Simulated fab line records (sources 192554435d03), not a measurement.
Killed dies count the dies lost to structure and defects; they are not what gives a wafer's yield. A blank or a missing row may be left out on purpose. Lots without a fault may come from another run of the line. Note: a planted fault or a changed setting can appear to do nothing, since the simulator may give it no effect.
Which tool is to blame?	flow n5-finfet	23 lots with 69 wafers sampled at 6 steps, on a route of 1938 steps

## WHAT THE GAUGES SHOWED, per wafer
The record holds no reading of a measuring or inspecting step that can be judged against a usual standard deviation.

## WHICH TOOL RAN EACH LOT (tool, then ch and the chambers of the sampled wafers, then the start)
lot	N5_FIN_CUT_STRIP_24	N5_FIN_CUT_CUT_ETCH_15	N5_STI_FIN_REVEAL_ALD_14	N5_STI_FIN_REVEAL_CMP_04	N5_DUMMY_GATE_ETCH_29	N5_DUMMY_GATE_STRIP_41
L074	rie-diel-02 ch 2,3, day 2 03:16	rie-si-05 ch 1,2,3, day 2 03:28	ald-sin-02 ch 0,2,3, day 2 03:50	cmp-03 ch 1,2, day 2 08:55	rie-diel-01 ch 0,3, day 2 22:41	rie-diel-03 ch 1,2, day 2 23:06
L075	rie-diel-03 ch 0,2,3, day 2 10:14	rie-si-03 ch 0,1,3, day 2 10:27	ald-sin-04 ch 0,2,3, day 2 10:49	cmp-03 ch 0,2, day 2 17:36	rie-diel-01 ch 0,1,3, day 3 06:08	rie-diel-01 ch 1,2,3, day 3 06:32
L076	rie-diel-02 ch 1,2, day 2 15:02	rie-si-03 ch 0,2,3, day 2 15:15	ald-sin-04 ch 0,1, day 2 15:37	cmp-03 ch 0,3, day 2 20:42	rie-diel-01 ch 1,2, day 3 09:19	rie-diel-02 ch 0,2,3, day 3 09:44
L077	rie-diel-03 ch 2,3, day 2 22:46	rie-si-03 ch 2,3, day 2 22:59	ald-sin-02 ch 2,3, day 2 23:24	cmp-04 ch 0,1, day 3 04:27	rie-diel-01 ch 1,2,3, day 3 18:13	rie-diel-02 ch 0,1,3, day 3 18:37
L078	rie-diel-03 ch 0,1,3, day 3 03:56	rie-si-05 ch 0,1, day 3 04:09	ald-sin-03 ch 2,3, day 3 04:31	cmp-01 ch 0,1,2, day 3 09:38	rie-diel-02 ch 0,1, day 3 22:03	rie-diel-03 ch 0,1,3, day 3 22:28
L079	rie-diel-02 ch 0,1,2, day 3 09:28	rie-si-06 ch 0,1,3, day 3 09:40	ald-sin-04 ch 0,2,3, day 3 10:47	cmp-04 ch 1,2,3, day 3 15:50	rie-diel-01 ch 1,2,3, day 4 06:13	rie-diel-01 ch 0,1,2, day 4 06:37
L080	rie-diel-01 ch 0,1, day 3 16:46	rie-si-03 ch 0,1,2, day 3 17:10	ald-sin-02 ch 2,3, day 3 17:32	cmp-04 ch 0,1,2, day 3 22:34	rie-diel-01 ch 1,2,3, day 4 13:06	rie-diel-02 ch 0,1,3, day 4 13:49
L081	rie-diel-01 ch 0,1, day 3 21:07	rie-si-05 ch 0,2,3, day 3 21:23	ald-sin-02 ch 1,2,3, day 3 22:05	cmp-01 ch 0,3, day 4 03:10	rie-diel-03 ch 0,1,2, day 4 19:07	rie-diel-03 ch 0,1,3, day 4 19:31
L082	rie-diel-01 ch 0,2,3, day 4 04:13	rie-si-03 ch 0,1, day 4 04:26	ald-sin-02 ch 0,1, day 4 04:47	cmp-01 ch 0,3, day 4 09:50	rie-diel-03 ch 0,1,2, day 5 07:46	rie-diel-02 ch 0,1,3, day 5 08:10
L083	rie-diel-01 ch 0,1,3, day 4 09:22	rie-si-03 ch 0,1,2, day 4 09:34	ald-sin-04 ch 0,1,2, day 4 09:57	cmp-03 ch 0,1,3, day 4 14:59	rie-diel-02 ch 0,1,2, day 5 09:16	rie-diel-02 ch 0,1,2, day 5 09:40
L084	rie-diel-02 ch 0,1,2, day 4 14:52	rie-si-03 ch 0,2,3, day 4 15:05	ald-sin-02 ch 1,2,3, day 4 15:52	cmp-01 ch 0,2,3, day 4 20:55	rie-diel-02 ch 0,1,3, day 5 16:38	rie-diel-03 ch 0,1,2, day 5 17:18
L085	rie-diel-03 ch 0,2,3, day 4 21:38	rie-si-05 ch 2,3, day 4 21:51	ald-sin-02 ch 0,2,3, day 4 23:37	cmp-03 ch 0,1,3, day 5 04:40	rie-diel-02 ch 0,1,2, day 5 18:14	rie-diel-02 ch 0,1,3, day 5 18:56
L086	rie-diel-02 ch 0,1,3, day 5 03:22	rie-si-06 ch 0,3, day 5 03:34	ald-sin-02 ch 0,2,3, day 5 05:16	cmp-04 ch 2,3, day 5 10:19	rie-diel-03 ch 1,2, day 6 02:10	rie-diel-02 ch 0,1,2, day 6 02:34
L087	rie-diel-02 ch 1,3, day 5 13:14	rie-si-05 ch 0,1,3, day 5 13:27	ald-sin-04 ch 1,3, day 5 13:49	cmp-01 ch 0,3, day 5 18:52	rie-diel-01 ch 2,3, day 6 11:02	rie-diel-03 ch 0,1,3, day 6 11:32
L088	rie-diel-03 ch 0,1,2, day 5 16:02	rie-si-05 ch 1,3, day 5 16:15	ald-sin-02 ch 1,3, day 5 16:49	cmp-04 ch 0,2,3, day 5 21:53	rie-diel-02 ch 0,1,3, day 6 10:22	rie-diel-01 ch 0,2, day 6 10:46
L089	rie-diel-01 ch 1,2, day 5 21:20	rie-si-03 ch 0,1,2, day 5 21:33	ald-sin-03 ch 0,1, day 5 21:59	cmp-04 ch 2,3, day 6 03:01	rie-diel-01 ch 0,3, day 6 18:01	rie-diel-01 ch 0,2, day 6 18:25
L090	rie-diel-02 ch 0,1,3, day 6 04:04	rie-si-05 ch 0,1,3, day 6 04:17	ald-sin-04 ch 0,1,2, day 6 04:53	cmp-01 ch 1,2,3, day 6 09:56	rie-diel-02 ch 0,1,2, day 7 07:46	rie-diel-02 ch 0,1,3, day 7 08:10
L091	rie-diel-01 ch 0,2, day 6 10:18	rie-si-03 ch 0,3, day 6 10:31	ald-sin-04 ch 0,1, day 6 11:04	cmp-03 ch 0,3, day 6 16:08	rie-diel-02 ch 0,1, day 7 09:44	rie-diel-02 ch 0,2,3, day 7 10:08
L092	rie-diel-01 ch 2,3, day 6 14:55	rie-si-05 ch 2,3, day 6 15:08	ald-sin-03 ch 1,2, day 6 15:29	cmp-04 ch 0,2, day 6 20:32	rie-diel-02 ch 1,2,3, day 7 13:30	rie-diel-02 ch 1,2,3, day 7 13:54
L093	rie-diel-01 ch 0,3, day 6 20:46	rie-si-05 ch 0,1,3, day 6 20:59	ald-sin-03 ch 0,1, day 6 21:35	cmp-03 ch 0,3, day 7 02:38	rie-diel-03 ch 1,2,3, day 7 19:35	rie-diel-02 ch 1,3, day 7 20:00
L094	rie-diel-01 ch 1,3, day 7 03:16	rie-si-06 ch 0,3, day 7 03:28	ald-sin-04 ch 0,1,3, day 7 04:02	cmp-04 ch 0,2, day 7 09:05	rie-diel-03 ch 1,2, day 7 21:50	rie-diel-01 ch 0,2,3, day 7 22:15
L096	rie-diel-01 ch 0,2, day 7 16:32	rie-si-06 ch 0,3, day 7 16:45	ald-sin-04 ch 0,1,2, day 7 17:07	cmp-03 ch 0,2, day 7 22:12	rie-diel-03 ch 0,3, day 8 10:40	rie-diel-01 ch 2,3, day 8 11:04
L097	rie-diel-01 ch 0,1, day 7 21:43	rie-si-05 ch 1,2,3, day 7 21:56	ald-sin-04 ch 0,2, day 7 22:19	cmp-01 ch 1,3, day 8 03:24	rie-diel-01 ch 1,2, day 8 17:58	rie-diel-01 ch 0,1,3, day 8 18:26
- N5_FIN_CUT_STRIP_24: strips in CF4.
- N5_FIN_CUT_CUT_ETCH_15: etches Si in HBr/Cl2/O2, target depth 100 nm, bt time 10 s, time 42.4 s.
- N5_STI_FIN_REVEAL_ALD_14: deposits Si3N4, target thk 3 nm.
- N5_STI_FIN_REVEAL_CMP_04: polishes, stops on Si3N4, t overpolish 4 s, target thk 131.83 nm.
- N5_DUMMY_GATE_ETCH_29: etches underlayer in N2/H2, target depth 13 nm.
- N5_DUMMY_GATE_STRIP_41: strips in O2.

## WHAT THE TOOLS THEMSELVES READ (means of the sampled wafers that have a number; where no wafer has one, the mark that the record gives instead)
N5_FIN_CUT_STRIP_24. Usual: drypump-motor-current-A 5.8 A, standard deviation 0.41; oes-product-au 0.75 a.u., standard deviation 0.041; rf-vpp-V 271.0 V, standard deviation 1.5; showerhead-plenum-p-Torr 1.79 Torr, standard deviation 0.058; throttle-valve-pct 13.68 %, standard deviation 0.27.
lot	tool	drypump-motor-current-A (A)	oes-product-au (a.u.)	rf-vpp-V (V)	showerhead-plenum-p-Torr (Torr)	throttle-valve-pct (%)	flag
L074	rie-diel-02	5.7	0.81	271.3	1.82	13.53	
L075	rie-diel-03	5.5	0.76	271.9	1.81	13.95	
L076	rie-diel-02	5.8	0.79	271.1	1.77	13.60	
L077	rie-diel-03	5.4	0.76	269.4	1.76	13.87	
L078	rie-diel-03	5.2	0.75	271.3	1.81	13.89	
L079	rie-diel-02	5.7	0.75	271.7	1.79	13.62	
L080	rie-diel-01	5.7	0.77	270.0	1.74	13.53	
L081	rie-diel-01	5.7	0.77	270.6	1.74	13.54	
L082	rie-diel-01	6.2	0.76	270.3	1.79	13.58	
L083	rie-diel-01	5.9	0.75	270.2	1.74	13.67	
L084	rie-diel-02	5.7	0.74	271.3	1.78	13.64	
L085	rie-diel-03	5.5	0.74	271.9	1.81	13.99	
L086	rie-diel-02	5.5	0.77	272.2	1.80	13.60	
L087	rie-diel-02	5.4	0.82	271.2	1.80	13.55	
L088	rie-diel-03	5.4	0.72	271.3	1.82	14.11	
L089	rie-diel-01	5.8	0.76	272.1	1.82	13.50	
L090	rie-diel-02	5.5	0.76	271.0	1.80	13.63	
L091	rie-diel-01	6.3	0.75	271.0	1.81	13.40	
L092	rie-diel-01	6.1	0.73	269.6	1.77	13.84	
L093	rie-diel-01	6.1	0.73	268.8	1.74	13.83	
L094	rie-diel-01	5.8	0.73	269.9	1.72	13.92	
L096	rie-diel-01	6.3	0.75	271.9	1.80	13.42	
L097	rie-diel-01	6.0	0.74	270.3	1.75	13.50	

N5_FIN_CUT_CUT_ETCH_15. Usual: drypump-motor-current-A 5.9 A, standard deviation 0.41; oes-product-au 1.001 a.u., standard deviation 0.015; throttle-valve-pct 37.2 %, standard deviation 0.4.
lot	tool	drypump-motor-current-A (A)	oes-product-au (a.u.)	throttle-valve-pct (%)	flag
L074	rie-si-05	6.1	0.999	37.5	
L075	rie-si-03	5.8	0.996	37.2	
L076	rie-si-03	5.5	0.993	37.3	
L077	rie-si-03	5.6	0.997	37.3	
L078	rie-si-05	6.4	1.007	37.2	
L079	rie-si-06	5.9	1.008	37.0	
L080	rie-si-03	5.9	1.001	37.1	
L081	rie-si-05	6.1	1.009	37.0	
L082	rie-si-03	5.8	1.003	37.2	
L083	rie-si-03	5.9	1.002	37.1	
L084	rie-si-03	5.5	0.987	37.3	
L085	rie-si-05	6.1	0.996	37.5	
L086	rie-si-06	5.7	1.013	37.0	
L087	rie-si-05	6.1	1.017	37.0	
L088	rie-si-05	6.1	1.003	37.4	
L089	rie-si-03	5.9	0.997	37.2	
L090	rie-si-05	6.2	1.014	37.0	
L091	rie-si-03	5.4	0.984	37.4	
L092	rie-si-05	5.9	1.015	37.2	
L093	rie-si-05	6.1	1.010	37.0	
L094	rie-si-06	5.7	1.011	36.9	
L096	rie-si-06	5.8	1.009	36.9	
L097	rie-si-05	6.1	1.001	37.5	

N5_STI_FIN_REVEAL_ALD_14. Usual: heater-power-w reads 854 W (standard deviation 71).
lot	tool	heater-power-w (W)	flag
L074	ald-sin-02	891	
L075	ald-sin-04	842	
L076	ald-sin-04	875	
L077	ald-sin-02	888	
L078	ald-sin-03	814	
L079	ald-sin-04	839	
L080	ald-sin-02	876	
L081	ald-sin-02	847	
L082	ald-sin-02	859	
L083	ald-sin-04	827	
L084	ald-sin-02	848	
L085	ald-sin-02	890	
L086	ald-sin-02	887	
L087	ald-sin-04	845	
L088	ald-sin-02	848	
L089	ald-sin-03	943	
L090	ald-sin-04	798	
L091	ald-sin-04	868	
L092	ald-sin-03	874	
L093	ald-sin-03	948	
L094	ald-sin-04	865	
L096	ald-sin-04	811	
L097	ald-sin-04	833	

N5_STI_FIN_REVEAL_CMP_04. Usual: motor-current-A 8.2 A, standard deviation 0.91; overpolish-run-s 4.000 s, standard deviation 0.0089; retaining-ring-pressure-frac 1.000, standard deviation 0.0048; slurry-flow-ml-min 150.0, standard deviation 0.44; time-to-endpoint-s 106 s, standard deviation 6.9.
lot	tool	motor-current-A (A)	overpolish-run-s (s)	retaining-ring-pressure-frac	slurry-flow-ml-min	time-to-endpoint-s (s)	flag
L074	cmp-03	9.4	3.999	1.001	149.5	104	
L075	cmp-03	7.6	3.994	0.997	150.0	108	
L076	cmp-03	7.4	4.000	0.996	149.9	109	
L077	cmp-04	8.8	4.003	0.996	150.3	109	
L078	cmp-01	8.1	4.000	0.997	150.3	100	
L079	cmp-04	8.0	3.997	0.999	150.0	102	
L080	cmp-04	8.5	3.993	1.005	149.9	107	
L081	cmp-01	8.1	4.001	1.001	149.4	99	
L082	cmp-01	7.7	4.001	1.005	150.2	102	
L083	cmp-03	8.2	4.004	1.001	149.7	103	
L084	cmp-01	8.2	3.999	1.002	149.6	104	
L085	cmp-03	8.7	3.992	1.001	149.6	104	
L086	cmp-04	7.3	3.994	1.002	149.8	112	
L087	cmp-01	8.3	3.999	1.002	150.4	105	
L088	cmp-04	7.9	3.998	1.001	149.8	113	
L089	cmp-04	8.1	3.999	1.003	150.2	106	
L090	cmp-01	7.6	3.996	0.997	149.9	103	
L091	cmp-03	8.0	3.997	1.005	149.9	104	
L092	cmp-04	7.4	4.001	0.996	150.0	109	
L093	cmp-03	7.6	3.994	0.999	150.2	104	
L094	cmp-04	8.0	4.002	0.996	150.0	121	
L096	cmp-03	7.9	4.005	0.998	150.3	95	
L097	cmp-01	7.1	4.005	1.003	150.2	105	

N5_DUMMY_GATE_ETCH_29. Usual: drypump-motor-current-A 5.7 A, standard deviation 0.4; oes-product-au 0.76 a.u., standard deviation 0.053; rf-vpp-V 523.7 V, standard deviation 2.2; showerhead-plenum-p-Torr 2.53 Torr, standard deviation 0.081; throttle-valve-pct 18.0 %, standard deviation 0.33.
lot	tool	drypump-motor-current-A (A)	oes-product-au (a.u.)	rf-vpp-V (V)	showerhead-plenum-p-Torr (Torr)	throttle-valve-pct (%)	flag
L074	rie-diel-01	6.2	0.78	522.1	2.46	18.0	
L075	rie-diel-01	5.9	0.79	522.1	2.47	18.0	
L076	rie-diel-01	5.6	0.78	523.4	2.52	17.9	
L077	rie-diel-01	5.8	0.78	523.7	2.51	18.0	
L078	rie-diel-02	5.6	0.76	522.5	2.51	18.0	
L079	rie-diel-01	5.8	0.77	523.2	2.51	18.0	
L080	rie-diel-01	5.8	0.78	523.2	2.51	18.0	
L081	rie-diel-03	5.5	0.72	525.1	2.56	18.4	
L082	rie-diel-03	5.5	0.72	524.5	2.56	18.4	
L083	rie-diel-02	5.7	0.74	523.6	2.54	18.0	
L084	rie-diel-02	5.5	0.76	524.2	2.54	17.8	
L085	rie-diel-02	5.7	0.73	523.3	2.54	18.0	
L086	rie-diel-03	5.6	0.71	522.8	2.50	18.5	
L087	rie-diel-01	6.1	0.75	522.8	2.50	18.1	
L088	rie-diel-02	5.5	0.76	524.4	2.54	17.9	
L089	rie-diel-01	6.2	0.76	522.2	2.45	18.1	
L090	rie-diel-02	5.7	0.72	523.4	2.53	18.0	
L091	rie-diel-02	5.6	0.69	523.6	2.56	18.0	
L092	rie-diel-02	5.6	0.78	523.4	2.51	17.9	
L093	rie-diel-03	5.4	0.71	522.3	2.48	18.3	
L094	rie-diel-03	5.4	0.68	522.3	2.51	18.5	
L096	rie-diel-03	5.3	0.73	522.9	2.51	18.1	
L097	rie-diel-01	5.6	0.74	522.8	2.50	18.0	

N5_DUMMY_GATE_STRIP_41. Usual: drypump-motor-current-A 5.7 A, standard deviation 0.37; oes-product-au 0.76 a.u., standard deviation 0.054; rf-vpp-V 3.6 V, standard deviation 0.46; showerhead-plenum-p-Torr 2.09 Torr, standard deviation 0.068; throttle-valve-pct 16.80 %, standard deviation 0.25.
lot	tool	drypump-motor-current-A (A)	oes-product-au (a.u.)	rf-vpp-V (V)	showerhead-plenum-p-Torr (Torr)	throttle-valve-pct (%)	flag
L074	rie-diel-03	5.6	0.71	3.7	2.08	17.16	
L075	rie-diel-01	5.8	0.77	3.9	2.07	16.75	
L076	rie-diel-02	5.6	0.78	3.5	2.14	16.63	
L077	rie-diel-02	5.5	0.78	3.0	2.11	16.72	
L078	rie-diel-03	5.2	0.74	3.6	2.10	16.93	
L079	rie-diel-01	5.9	0.77	3.5	2.10	16.55	
L080	rie-diel-02	5.5	0.78	3.4	2.11	16.72	
L081	rie-diel-03	5.2	0.75	3.8	2.09	16.94	
L082	rie-diel-02	5.5	0.77	3.7	2.11	16.73	
L083	rie-diel-02	5.7	0.74	3.6	2.09	16.78	
L084	rie-diel-03	5.4	0.71	3.3	2.11	17.11	
L085	rie-diel-02	5.5	0.76	3.6	2.11	16.74	
L086	rie-diel-02	5.7	0.73	3.8	2.09	16.80	
L087	rie-diel-03	5.2	0.73	3.3	2.09	16.97	
L088	rie-diel-01	6.3	0.75	3.6	2.14	16.53	
L089	rie-diel-01	6.3	0.74	3.9	2.14	16.54	
L090	rie-diel-02	5.5	0.76	3.7	2.11	16.77	
L091	rie-diel-02	5.6	0.75	3.2	2.13	16.68	
L092	rie-diel-02	5.6	0.79	3.6	2.08	16.74	
L093	rie-diel-02	5.5	0.79	3.5	2.05	16.83	
L094	rie-diel-01	6.2	0.73	3.7	2.10	16.77	
L096	rie-diel-01	6.1	0.74	3.3	2.13	16.74	
L097	rie-diel-01	5.9	0.73	4.0	2.03	16.86	

## THE ANSWER, worked out from the rows above alone
Rule: a lot is off if the mean of its wafers that have a number lies more than 3 standard deviations from the usual mean. A lot without any number at a reading at which 4 lots or more have one is off too. Where the step has rows for the other lots, those lots are counted as sound. Order of review: gauges by route order, followed by the tools' own readings, for which a lot's mean as printed above is used. The first step at which some lot is off is used, and at that step the reading that is off furthest; a lot without a number counts as furthest.
Across all readings shown, no lot is off: no conclusion can be drawn from this.

## WHAT WAS PUT IN BY THE SIMULATOR
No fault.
